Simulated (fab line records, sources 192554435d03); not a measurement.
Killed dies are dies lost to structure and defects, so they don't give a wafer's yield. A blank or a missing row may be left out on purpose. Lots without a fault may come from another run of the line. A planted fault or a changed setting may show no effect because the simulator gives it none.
fab line records | flow n5_finfet | part 1 of 2: steps 1 to 23 of 30
record lots=5 wafers=15 last_day=18
route steps=1938 shown DUMMY_GATE@215
lots that met no fault: from a run of the same line without faults
start_h: hours from the record's first day to the start of the lot's first wafer shown | wait_h: hours since the lot's step before | " the same as in the row above | L1.1+2: a row that stands for several wafers | - no value, or no start given | * or withheld: withheld | < > ~ a bound
route shown NAME@n: a module of which the file shows steps, and the number in the route of the first | usual: mean/standard deviation of fault-free wafers | same: alike in all rows | chamber/n: place in a boat | sites: the reading at each site | _std_site: their standard deviation | _edge_site: outer sites' mean less inner sites' | radius_mm: how far each site lies from the wafer's centre | mask NAME#n: copy n | behind: the tool/chamber that last shaped the wafer | hold: why the lot was held/for how many hours/how that ended | device: the transistor (n, p or np) that didn't switch | end of line: the same wafers' tests at the end of the route | a step without rows: its recipe alone | killed: dies lost to structure and defects at the first sort, not the wafer's yield | map: a wafer's dies, x killed, . not, _ none there
set.NAME: the setting as run; set.NAME@STEP: as run at that earlier step | model.NAME: the simulator's own value behind a step, which no gauge read
lots at some steps of the route; a table a step, a row a wafer
services: from which hour (start_h, from the record's first day; less than 0 if before it) a tool's chamber was out of use, for how many hours, and why
## steps
# step N5_DUMMY_GATE_CVD_03
# recipe material=a-Si target_thk_a=1500 temp_c=530 precursor=SiH4 time_s=8042
# usual spike_tc_upper_C=530.4/0.78
# columns lot.wafer tool chamber start_h wait_h spike_tc_upper_C
L076.3 lpcvd-01 1/25 50.70 0.1 531.0
L076.4 " 1/29 " " 531.0
L076.5 " 1/34 " " 531.0
L085.1 lpcvd-02 0/15 103.84 0.1 530.3
L085.2 " 0/20 " " 530.3
L085.6 " 0/39 " " 530.3
L090.3 lpcvd-01 0/75 135.00 0.1 530.1
L090.5 " 0/84 " " 530.1
L090.6 " 0/89 " " 530.1
L095.1 lpcvd-01 1/65 166.67 0.1 531.2
L095.2 " 1/70 " " 531.2
L095.3 " 1/75 " " 531.2
L097.1 lpcvd-01 0/65 178.45 0.1 530.6
L097.4 " 0/79 " " 530.6
L097.6 " 0/89 " " 530.6
# step N5_DUMMY_GATE_PRECLEAN_46
# recipe chemistry=DIW time_s=89.5 temp_c=23
# columns lot.wafer tool chamber start_h wait_h
L076.3+4+5 wet_bench-01 5,2,1 54.38 0.0
L085.1+2+6 wet_bench-03 1,7,3 107.53 0.0
L090.3+5+6 wet_bench-01 2,4,1 138.68 0.0
L095.1+2+3 wet_bench-01 1,0,6 170.34 0.0
L097.1+4+6 wet_bench-01 1,6,7 182.13 0.0
# step N5_DUMMY_GATE_SRD_47
# recipe dry_time_s=32 dry=n2_spin spin_rpm=1500
# same dry_time_s=32
# columns lot.wafer tool chamber start_h wait_h
L076.3+4+5 wet_bench-01 5,2,1 54.40 0.0
L085.1+2+6 wet_bench-03 1,7,3 107.56 0.0
L090.3+5+6 wet_bench-01 2,4,1 138.70 0.0
L095.1+2+3 wet_bench-01 1,0,6 170.37 0.0
L097.1+4+6 wet_bench-01 1,6,7 182.15 0.0
# step N5_DUMMY_GATE_CMP_04
# recipe material=a-Si post_cmp_clean=alkaline_brush
# usual motor_current_A=10.3/1.2 time_to_endpoint_s=13/3.6
# columns lot.wafer tool chamber start_h wait_h motor_current_A time_to_endpoint_s
L076.4 cmp-04 0 54.47 0.1 11.9 19
L076.3 " 2 " " 11.2 16
L076.5 " 3 " " 9.6 15
L085.1 cmp-03 0 107.62 0.1 8.9 14
L085.2 " 1 " " 9.0 7
L085.6 " 0 " " 9.2 14
L090.3 cmp-02 1 138.83 0.1 9.4 15
L090.5 " 2 " " 10.7 18
L090.6 " 3 " " 10.9 15
L095.1 cmp-04 3 170.40 0.0 9.6 15
L095.3 " 0 " " 12.0 16
L095.2 " 1 " " 12.6 11
L097.1 cmp-03 3 182.22 0.1 11.4 18
L097.4 " 1 " " 9.2 7
L097.6 " 3 " " 11.7 17
# step N5_DUMMY_GATE_THK_MEAS_05
# usual thk_nm=71.6/1.6
# columns lot.wafer tool chamber start_h wait_h thk_nm
L076.3 film_metro-02 - 54.68 0.1 70.7
L076.4 " - " " 73.0
L076.5 " - " " 72.8
L085.1 film_metro-01 - 107.83 0.2 71.1
L085.2 " - " " 68.5
L085.6 " - " " 70.6
L090.3 film_metro-02 - 138.98 0.1 72.5
L090.5 " - " " 73.2
L090.6 " - " " 72.5
L095.1 film_metro-02 - 170.64 0.2 71.5
L095.2 " - " " 71.7
L095.3 " - " " 72.7
L097.1 film_metro-02 - 182.43 0.2 72.7
L097.4 " - " " 69.1
L097.6 " - " " 72.7
# step N5_DUMMY_GATE_HM_DEP_06
# recipe material=SiNx target_thk_a=800 precursor=DCS/NH3 temp_c=700 pressure_mtorr=300 time_s=5141
# usual spike_tc_upper_C=699.5/0.93
# columns lot.wafer tool chamber start_h wait_h spike_tc_upper_C
L076.3 lpcvd-02 1/25 54.70 0.0 698.4
L076.4 " 1/29 " " 698.4
L076.5 " 1/34 " " 698.4
L085.1 lpcvd-02 1/90 107.86 0.0 698.7
L085.2 " 1/95 " " 698.7
L085.6 " 1/114 " " 698.7
L090.3 lpcvd-01 1/75 139.00 0.0 701.2
L090.5 " 1/84 " " 701.2
L090.6 " 1/89 " " 701.2
L095.1 lpcvd-01 0/40 170.67 0.0 700.4
L095.2 " 0/45 " " 700.4
L095.3 " 0/50 " " 700.4
L097.1 lpcvd-02 1/65 182.45 0.0 698.4
L097.4 " 1/79 " " 698.4
L097.6 " 1/89 " " 698.4
# step N5_DUMMY_GATE_PECVD_30
# recipe material=SiO2 target_thk_a=550 temp_c=400 precursor=TEOS/O2 pressure_torr=6.5 rf_w=withheld teos_flow_sccm=withheld gas=O2 flow_sccm=2650 time_s=10.8
# columns lot.wafer tool chamber start_h wait_h
L076.3+4+5 pecvd-02 2,2,0 58.65 0.0
L085.1+2+6 pecvd-02 0,1,0 111.80 0.0
L090.3+5+6 pecvd-02 1,0,2 142.95 0.0
L095.1+2+3 pecvd-03 0,2,1 174.61 0.0
L097.1+4+6 pecvd-01 1,1,0 186.41 0.0
# step N5_DUMMY_GATE_COAT_34
# recipe resist=SOC temp_c=250 time_s=60 spin_rpm=1500 resist_thk_nm=60
# usual resist_line_temp_C=22.99/0.094
# columns lot.wafer tool chamber start_h wait_h resist_line_temp_C
L076.3 litho_track-05 0 58.70 0.0 22.87
L076.4 " 0 " " 22.85
L076.5 " 0 " " 22.87
L085.1 litho_track-03 0 111.87 0.1 23.17
L085.2 " 0 " " 23.13
L085.6 " 0 " " 23.16
L090.3 litho_track-03 0 143.00 0.0 22.91
L090.5 " 0 " " 23.04
L090.6 " 0 " " 22.94
L095.1 litho_track-05 0 174.67 0.0 22.89
L095.2 " 0 " " 23.03
L095.3 " 0 " " 23.22
L097.1 litho_track-03 0 186.48 0.1 23.08
L097.4 " 0 " " 22.97
L097.6 " 0 " " 22.88
# step N5_DUMMY_GATE_COAT_35
# recipe resist=SiARC temp_c=220 time_s=60 spin_rpm=1500 resist_thk_nm=10
# usual resist_line_temp_C=23.00/0.1
# columns lot.wafer tool chamber start_h wait_h resist_line_temp_C
L076.3 litho_track-05 0 - - 23.18
L076.4 " 0 " " 22.95
L076.5 " 0 " " 22.97
L085.1 litho_track-03 0 - - 23.08
L085.2 " 0 " " 23.20
L085.6 " 0 " " 23.09
L090.3 litho_track-03 0 - - 22.88
L090.5 " 0 " " 22.82
L090.6 " 0 " " 22.91
L095.1 litho_track-05 0 - - 22.95
L095.2 " 0 " " 22.96
L095.3 " 0 " " 22.93
L097.1 litho_track-03 0 - - 23.10
L097.4 " 0 " " 23.14
L097.6 " 0 " " 23.07
# step N5_DUMMY_GATE_COAT_28
# recipe resist=underlayer temp_c=205 time_s=60 spin_rpm=1500 resist_thk_nm=10
# usual resist_line_temp_C=23.02/0.097
# columns lot.wafer tool chamber start_h wait_h resist_line_temp_C
L076.3 litho_track-05 0 - - 23.03
L076.4 " 0 " " 23.09
L076.5 " 0 " " 23.09
L085.1 litho_track-03 0 - - 23.14
L085.2 " 0 " " 23.08
L085.6 " 0 " " 23.03
L090.3 litho_track-03 0 - - 23.29
L090.5 " 0 " " 23.17
L090.6 " 0 " " 23.19
L095.1 litho_track-05 0 - - 22.94
L095.2 " 0 " " 23.07
L095.3 " 0 " " 22.81
L097.1 litho_track-03 0 - - 23.09
L097.4 " 0 " " 23.15
L097.6 " 0 " " 23.00
# step N5_DUMMY_GATE_COAT_09
# recipe resist=CAR-EUV spin_rpm=1500 resist_thk_nm=30
# usual resist_line_temp_C=23.00/0.099
# columns lot.wafer tool chamber start_h wait_h resist_line_temp_C
L076.3 litho_track-05 0 - - 22.86
L076.4 " 0 " " 23.03
L076.5 " 0 " " 22.94
L085.1 litho_track-03 0 - - 22.99
L085.2 " 0 " " 22.82
L085.6 " 0 " " 22.90
L090.3 litho_track-03 0 - - 23.09
L090.5 " 0 " " 23.07
L090.6 " 0 " " 22.93
L095.1 litho_track-05 0 - - 22.78
L095.2 " 0 " " 22.79
L095.3 " 0 " " 22.93
L097.1 litho_track-03 0 - - 22.97
L097.4 " 0 " " 23.08
L097.6 " 0 " " 23.00
# step N5_DUMMY_GATE_EBR_11
# recipe solvent=PGMEA ebr_width_mm=1.5
# usual resist_line_temp_C=22.98/0.12
# columns lot.wafer tool chamber start_h wait_h resist_line_temp_C
L076.3 litho_track-05 0 - - 22.94
L076.4 " 0 " " 22.97
L076.5 " 0 " " 23.19
L085.1 litho_track-03 0 - - 22.61
L085.2 " 0 " " 22.65
L085.6 " 0 " " 22.56
L090.3 litho_track-03 0 - - 22.94
L090.5 " 0 " " 22.97
L090.6 " 0 " " 22.95
L095.1 litho_track-05 0 - - 22.96
L095.2 " 0 " " 22.98
L095.3 " 0 " " 23.10
L097.1 litho_track-03 0 - - 22.89
L097.4 " 0 " " 22.77
L097.6 " 0 " " 22.98
# step N5_DUMMY_GATE_SOFTBAKE_10
# recipe temp_c=110 time_s=60 resist=CAR-EUV
# usual resist_line_temp_C=22.96/0.096
# columns lot.wafer tool chamber start_h wait_h resist_line_temp_C
L076.3 litho_track-05 0 - - 23.10
L076.4 " 0 " " 23.03
L076.5 " 0 " " 22.98
L085.1 litho_track-03 0 - - 22.80
L085.2 " 0 " " 23.01
L085.6 " 0 " " 22.95
L090.3 litho_track-03 0 - - 22.95
L090.5 " 0 " " 22.87
L090.6 " 0 " " 22.85
L095.1 litho_track-05 0 - - 22.98
L095.2 " 0 " " 23.01
L095.3 " 0 " " 22.94
L097.1 litho_track-03 0 - - 22.97
L097.4 " 0 " " 23.00
L097.6 " 0 " " 23.04
# step N5_DUMMY_GATE_EXPOSE_12
# recipe mask_id=GATE na=0.33 source_shape=annular sigma_inner=0.2 sigma_outer=0.6 polarization=unpolarized target_cd_nm=25 dose_mj=34
# columns lot.wafer tool chamber start_h wait_h mask
L076.3+4+5 euv_scanner-01 0 58.99 - GATE#0
L085.1+2+6 euv_scanner-01 0 112.13 - GATE#0
L090.3+5+6 euv_scanner-01 0 143.15 - GATE#0
L095.1+2+3 euv_scanner-02 0 174.81 - GATE#0
L097.1+4+6 euv_scanner-02 0 186.74 - GATE#0
# step N5_DUMMY_GATE_PEB_13
# recipe peb_temp_c=100 peb_time_s=60 resist=CAR-EUV
# usual resist_line_temp_C=22.99/0.12
# columns lot.wafer tool chamber start_h wait_h resist_line_temp_C
L076.3 litho_track-04 0 59.04 0.0 22.93
L076.4 " 0 " " 23.07
L076.5 " 0 " " 23.06
L085.1 litho_track-03 0 112.19 0.1 23.19
L085.2 " 0 " " 22.93
L085.6 " 0 " " 23.03
L090.3 litho_track-05 0 143.20 0.0 22.99
L090.5 " 0 " " 22.93
L090.6 " 0 " " 22.93
L095.1 litho_track-04 0 174.87 0.1 23.01
L095.2 " 0 " " 22.90
L095.3 " 0 " " 22.99
L097.1 litho_track-03 0 186.80 0.1 23.14
L097.4 " 0 " " 23.26
L097.6 " 0 " " 23.14
# step N5_DUMMY_GATE_DEVELOP_14
# recipe develop_time_s=30 developer=TMAH resist=CAR-EUV rinse_liquid=surfactant_rinse dry=air_spin dev_temp_c=23
# usual developer_temp_C=23.01/0.11 resist_line_temp_C=22.99/0.098
# columns lot.wafer tool chamber start_h wait_h developer_temp_C resist_line_temp_C
L076.3 litho_track-04 0 - - 23.03 23.00
L076.4 " 0 " " 23.25 23.07
L076.5 " 0 " " 23.22 23.15
L085.1 litho_track-03 0 - - 23.07 23.15
L085.2 " 0 " " 22.95 23.02
L085.6 " 0 " " 22.97 23.10
L090.3 litho_track-05 0 - - 22.90 23.03
L090.5 " 0 " " 22.92 23.05
L090.6 " 0 " " 23.05 23.10
L095.1 litho_track-04 0 - - 23.13 23.03
L095.2 " 0 " " 23.06 23.04
L095.3 " 0 " " 23.00 22.99
L097.1 litho_track-03 0 - - 22.94 22.80
L097.4 " 0 " " 23.12 22.96
L097.6 " 0 " " 23.08 22.89
# step N5_DUMMY_GATE_CD_MEAS_15
# recipe target_cd_nm=25.8 landing_energy_ev=500 detector=se_inlens
# usual cd_nm=25.00/0.29
# columns lot.wafer tool chamber start_h wait_h cd_nm
L076.3 cd_sem-02 0 59.11 - 25.44
L076.4 " 0 " " 25.69
L076.5 " 0 " " 25.23
L085.1 cd_sem-03 0 112.26 - 24.59
L085.2 " 0 " " 25.37
L085.6 " 0 " " 25.40
L090.3 cd_sem-02 0 143.27 - 24.61
L090.5 " 0 " " 25.15
L090.6 " 0 " " 24.98
L095.1 cd_sem-01 0 174.93 - 25.49
L095.2 " 0 " " 24.64
L095.3 " 0 " " 25.09
L097.1 cd_sem-02 0 186.87 - 25.06
L097.4 " 0 " " 25.03
L097.6 " 0 " " 25.18
# step N5_DUMMY_GATE_OVL_MEAS_16
# recipe points_per_wafer=522
# usual GATE_OVL=-0.7/0.66
# columns lot.wafer tool chamber start_h wait_h GATE_OVL[nm]
L076.3 overlay-02 0 59.15 0.0 -0.3
L076.4 " 0 " " -0.5
L076.5 " 0 " " -0.3
L085.1 overlay-02 0 112.30 0.0 -0.4
L085.2 " 0 " " -1.5
L085.6 " 0 " " -0.8
L090.3 overlay-01 0 143.32 0.0 -0.7
L090.5 " 0 " " -1.2
L090.6 " 0 " " -2.1
L095.1 overlay-02 0 174.97 0.0 -1.1
L095.2 " 0 " " 0.0
L095.3 " 0 " " -0.7
L097.1 overlay-02 0 186.91 0.0 -0.5
L097.4 " 0 " " -1.7
L097.6 " 0 " " -0.7
# step N5_DUMMY_GATE_INSPECT_17
# recipe mode=adi inspect_instrument=brightfield
# usual raw_defect_count=190/51
# columns lot.wafer tool chamber start_h wait_h raw_defect_count
L076.3 defect_inspect-02 - 59.20 0.0 222
L076.4 " - " " 227
L076.5 " - " " 346
L085.1 defect_inspect-01 - 112.36 0.1 190
L085.2 " - " " 236
L085.6 " - " " 247
L090.3 defect_inspect-01 - 143.37 0.0 223
L090.5 " - " " 165
L090.6 " - " " 190
L095.1 defect_inspect-02 - 175.03 0.1 142
L095.2 " - " " 202
L095.3 " - " " 168
L097.1 defect_inspect-02 - 186.97 0.1 125
L097.4 " - " " 185
L097.6 " - " " 268
# step N5_DUMMY_GATE_DESCUM_20
# recipe chemistry=O2 time_s=6.2 source_power_w=50 bias_power_w=20 pressure_mtorr=20 rf_frequency_hz=2.712e+07 temp_c=40 resist=CAR-EUV o2_flow_sccm=225
# usual drypump_motor_current_A=5.81/0.29 oes_product_au=0.78/0.08 rf_vpp_V=242.5/1.2 showerhead_plenum_p_Torr=2.05/0.055 throttle_valve_pct=20.44/0.19
# columns lot.wafer tool chamber start_h wait_h drypump_motor_current_A oes_product_au rf_hours_counter_h rf_vpp_V showerhead_plenum_p_Torr throttle_valve_pct
L076.3 rie_diel-06 0 59.23 0.0 5.56 0.96 2 242.9 2.06 20.16
L076.4 " 3 " " 5.89 0.81 106 242.1 2.01 20.24
L076.5 " 1 " " 5.64 0.78 - 242.9 2.04 20.46
L085.1 rie_diel-03 1 112.39 0.0 5.97 0.77 117 244.2 2.09 20.23
L085.2 " 2 " " 6.08 0.71 176 240.8 1.99 20.35
L085.6 " 0 " " 6.42 0.67 - 243.2 2.07 20.74
L090.3 rie_diel-03 2 143.40 0.0 6.04 0.71 188 242.4 1.99 20.37
L090.5 " 1 " " 5.96 0.77 - 243.6 2.08 20.25
L090.6 " 3 " " 5.69 0.77 - 241.6 2.00 20.57
L095.1 rie_diel-06 2 175.07 0.0 5.32 0.68 253 240.5 2.00 20.90
L095.2 " 0 " " 5.56 0.87 34 243.4 2.05 20.21
L095.3 " 1 " " 5.61 0.75 164 241.4 2.02 20.54
L097.1 rie_diel-05 3 187.00 0.0 6.02 0.82 69 243.4 2.13 20.63
L097.4 " 2 " " 5.33 0.72 195 241.4 2.05 20.30
L097.6 " 3 " " 5.95 0.82 - 243.9 2.13 20.65
# step N5_DUMMY_GATE_ETCH_29
# recipe chemistry=N2/H2 target=underlayer target_depth_a=130 ion_energy_ev=200 pressure_mtorr=30 source_w=840 bias_w=150 n2_flow_sccm=200 h2_flow_sccm=200
# usual drypump_motor_current_A=5.81/0.29 oes_product_au=0.79/0.08 rf_vpp_V=522.5/2.1 showerhead_plenum_p_Torr=2.50/0.07 throttle_valve_pct=17.94/0.21
# columns lot.wafer tool chamber start_h wait_h drypump_motor_current_A oes_product_au rf_hours_counter_h rf_vpp_V showerhead_plenum_p_Torr throttle_valve_pct
L076.3 rie_diel-06 0 59.30 0.0 5.57 0.97 2 522.9 2.49 17.64
L076.4 " 3 " " 5.90 0.82 106 521.0 2.44 17.66
L076.5 " 1 " " 5.67 0.78 - 520.2 2.46 17.96
L085.1 rie_diel-03 1 112.46 0.0 5.98 0.81 117 524.3 2.57 17.97
L085.2 " 2 " " 6.05 0.72 176 521.1 2.43 17.78
L085.6 " 0 " " 6.43 0.66 - 523.0 2.48 18.04
L090.3 rie_diel-03 2 143.46 0.0 6.10 0.73 188 521.4 2.42 17.80
L090.5 " 1 " " 6.01 0.81 - 523.6 2.57 18.01
L090.6 " 3 " " 5.70 0.77 - 520.9 2.45 18.15
L095.1 rie_diel-06 2 175.13 0.0 5.35 0.71 253 519.3 2.42 18.41
L095.2 " 0 " " 5.57 0.88 34 522.6 2.48 17.70
L095.3 " 1 " " 5.67 0.76 164 520.2 2.45 18.01
L097.1 rie_diel-05 3 187.07 0.0 5.97 0.82 69 524.7 2.60 18.22
L097.4 " 2 " " 5.32 0.68 195 523.3 2.49 17.70
L097.6 " 3 " " 5.97 0.81 - 525.4 2.60 18.19
# step N5_DUMMY_GATE_ETCH_36
# recipe chemistry=CF4 target=SiARC target_depth_a=130 pressure_mtorr=40 source_w=545 bias_w=36 Ar_flow_sccm=100 cf4_flow_sccm=100 ion_energy_ev=80
# usual drypump_motor_current_A=5.81/0.3 mfc_ar_sccm=99.97/0.29 oes_product_au=0.79/0.079 rf_vpp_V=183.6/1.1 showerhead_plenum_p_Torr=2.11/0.056 throttle_valve_pct=15.66/0.19
# columns lot.wafer tool chamber start_h wait_h drypump_motor_current_A mfc_ar_sccm oes_product_au rf_hours_counter_h rf_vpp_V showerhead_plenum_p_Torr throttle_valve_pct
L076.3 rie_diel-06 0 59.34 0.0 5.58 99.88 0.97 3 184.0 2.10 15.22
L076.4 " 3 " " 5.87 99.85 0.83 106 182.5 2.07 15.46
L076.5 " 1 " " 5.61 100.12 0.79 - 183.6 2.06 15.56
L085.1 rie_diel-03 1 112.50 0.0 5.96 99.73 0.81 117 183.9 2.16 15.66
L085.2 " 2 " " 6.07 99.90 0.73 176 183.4 2.06 15.59
L085.6 " 0 " " 6.44 100.35 0.67 - 183.0 2.09 15.81
L090.3 rie_diel-03 2 143.50 0.0 6.08 100.34 0.71 188 182.9 2.05 15.62
L090.5 " 1 " " 5.97 99.74 0.80 - 183.5 2.16 15.65
L090.6 " 3 " " 5.70 99.61 0.76 - 182.3 2.06 15.87
L095.1 rie_diel-06 2 175.17 0.0 5.35 99.94 0.71 253 182.6 2.04 16.01
L095.2 " 0 " " 5.56 99.83 0.88 34 184.3 2.09 15.25
L095.3 " 1 " " 5.64 100.31 0.77 164 183.5 2.05 15.64
L097.1 rie_diel-05 3 187.11 0.0 5.92 99.89 0.81 69 183.8 2.19 15.82
L097.4 " 2 " " 5.32 100.13 0.69 195 184.1 2.15 15.84
L097.6 " 3 " " 5.94 99.84 0.81 - 184.7 2.19 15.80
# step N5_DUMMY_GATE_ETCH_37
# recipe chemistry=N2/H2 target=SOC target_depth_a=600 overetch_a=300 temp_c=40 ion_energy_ev=200 pressure_mtorr=30 source_w=840 bias_w=150 n2_flow_sccm=200 h2_flow_sccm=200
# usual drypump_motor_current_A=5.81/0.3 oes_product_au=0.62/0.062 rf_vpp_V=522.6/2.1 showerhead_plenum_p_Torr=2.50/0.07 throttle_valve_pct=17.87/0.21
# columns lot.wafer tool chamber start_h wait_h drypump_motor_current_A oes_product_au rf_hours_counter_h rf_vpp_V showerhead_plenum_p_Torr throttle_valve_pct
L076.3 rie_diel-06 0 59.38 0.0 5.56 0.77 3 523.0 2.49 17.60
L076.4 " 3 " " 5.86 0.63 106 522.2 2.44 17.61
L076.5 " 1 " " 5.61 0.62 - 520.9 2.46 17.88
L085.1 rie_diel-03 1 112.54 0.0 5.98 0.63 117 524.9 2.57 17.90
L085.2 " 2 " " 6.07 0.56 176 520.6 2.43 17.72
L085.6 " 0 " " 6.40 0.55 - 523.2 2.48 17.96
L090.3 rie_diel-03 2 143.54 0.0 6.08 0.56 188 520.6 2.42 17.73
L090.5 " 1 " " 5.98 0.62 - 524.4 2.57 17.91
L090.6 " 3 " " 5.70 0.61 - 521.2 2.45 18.07
L095.1 rie_diel-06 2 175.21 0.0 5.33 0.54 253 520.0 2.42 18.31
L095.2 " 0 " " 5.59 0.70 34 523.1 2.48 17.64
L095.3 " 1 " " 5.65 0.60 164 520.8 2.45 17.95
L097.1 rie_diel-05 3 187.15 0.0 5.94 0.66 69 525.4 2.60 18.13
L097.4 " 2 " " 5.35 0.58 195 525.3 2.49 17.64
L097.6 " 3 " " 5.99 0.65 - 524.8 2.60 18.12
